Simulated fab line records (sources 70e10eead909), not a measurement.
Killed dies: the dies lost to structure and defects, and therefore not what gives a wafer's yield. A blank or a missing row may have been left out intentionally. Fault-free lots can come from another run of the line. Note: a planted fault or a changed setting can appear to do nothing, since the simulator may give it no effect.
Matching of chambers	flow nandHarc	NHARC_P_ZERO_WELL_DESCUM_13 on rieDiel-10 has 4 sister chambers
The step chemistry O2, time 3 s. 14 wafers are shown with their chamber, then 7 later ones without.

WAFERS, EACH WITH ITS CHAMBER
wafer	chamber	showerheadPlenumPTorr (Torr)	drypumpMotorCurrentA (A)	rfVppV (V)
L078.1	1	1.86	6.4	57.6
L078.2	0	1.96	5.6	58.4
L078.5	3	1.97	4.7	58.6
L080.1	0	1.96	5.5	59.0
L080.4	3	1.97	4.6	58.3
L080.6	3	1.97	4.6	59.0
L084.3	2	1.79	6.1	56.2
L084.5	1	1.85	6.5	57.3
L084.6	0	1.95	5.5	58.6
L085.2	3	1.96	4.7	59.1
L085.3	0	1.95	5.5	59.0
L085.5	3	1.96	4.6	56.7
L089.2	2	1.78	6.2	57.4
L089.3	0	1.95	5.5	58.2

SIGNATURES (averages over the wafers above)
reading	chamber 0	chamber 1	chamber 2	chamber 3	scatter within a chamber
showerheadPlenumPTorr	1.9540	1.8550	1.7850	1.9660	0.00583
drypumpMotorCurrentA	5.520	6.450	6.150	4.640	0.0548
rfVppV	58.640	57.450	56.800	58.340	0.711
Rule: for a wafer and a chamber, the distance is found by dividing, reading by reading, the gap between the wafer's reading and the chamber's mean by the reading's scatter, squaring, summing and taking the root. The wafer belongs to the nearest chamber; if the next one is less than 2 further off, it can't be placed. The scatter is the square root of a quotient: the sum, over the shown wafers, of each reading's squared deviation from its chamber's mean, divided by wafers minus chambers.

WAFERS WITH NO CHAMBER GIVEN
wafer	showerheadPlenumPTorr (Torr)	drypumpMotorCurrentA (A)	rfVppV (V)
L089.4	1.85	6.4	58.3
L093.1	1.95	4.6	58.9
L093.5	1.95	4.6	58.2
L093.6	1.94	5.5	57.1
L094.2	1.94	5.6	59.0
L094.3	1.78	6.1	56.8
L094.5	1.95	4.6	57.8

WHICH CHAMBER EACH ONE RAN IN
wafer	from the rows above	in truth
L089.4	1	1
L093.1	3	3
L093.5	3	3
L093.6	0	0
L094.2	0	0
L094.3	2	2
L094.5	3	3
7 of 7 placed correctly. Not placeable from these rows: 0. Placed wrongly: 0.
